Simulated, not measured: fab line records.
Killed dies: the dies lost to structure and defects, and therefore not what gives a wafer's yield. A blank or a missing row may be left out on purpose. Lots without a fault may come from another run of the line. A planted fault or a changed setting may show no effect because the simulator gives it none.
Chamber matching ; flow nandHarc ; NHARC_A_CONTACT_ETCH_48 on rieDiel-13: 4 sister chambers
The step etches the open film in CF4, target depth 39 nm, time 65 s. 8 wafers are shown with their chamber, then 8 later ones without.

WAFERS WITH THEIR CHAMBER
wafer;chamber;showerheadPlenumPTorr (Torr);rfVppV (V)
L076.6;0;1.76;151.5
L082.6;1;1.73;149.5
L085.5;2;1.67;149.4
L085.6;3;1.72;150.9
L094.1;0;1.75;149.8
L094.3;1;1.73;149.6
L094.4;3;1.72;150.7
L093.1;2;1.67;151.7

WAFERS WHOSE CHAMBER IS MISSING
wafer;showerheadPlenumPTorr (Torr);rfVppV (V)
L093.3;1.73;152.6
L093.4;1.75;151.1
L095.1;1.72;152.1
L095.2;1.72;151.2
L095.3;1.67;147.6
L097.1;1.72;149.7
L097.3;1.75;150.7
L097.5;1.66;148.3

WHICH CHAMBER EACH WENT THROUGH
wafer;from the rows above;in truth
L093.3;can't be placed: 1 or 3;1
L093.4;0;0
L095.1;3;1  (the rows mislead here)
L095.2;3;3
L095.3;2;2
L097.1;can't be placed: 3 or 1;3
L097.3;0;0
L097.5;2;2
Placed correctly: 5 of 8. These rows do not allow placing 2 (true chamber among the candidates in 2). Number placed wrongly: 1.
How it was worked out, from the rows above alone: a wafer's distance from a chamber is the root of the sum, over the readings, of the square of ((its reading less the chamber's mean) divided by the reading's scatter). If the next closest chamber is less than 2 further off than the closest, the wafer can't be placed; otherwise it belongs to the closest. The mean given for a chamber averages the wafers shown for that chamber. The scatter: the root of (the sum of the squares of (reading less its chamber's mean) over the shown wafers, divided by (wafers less chambers)).
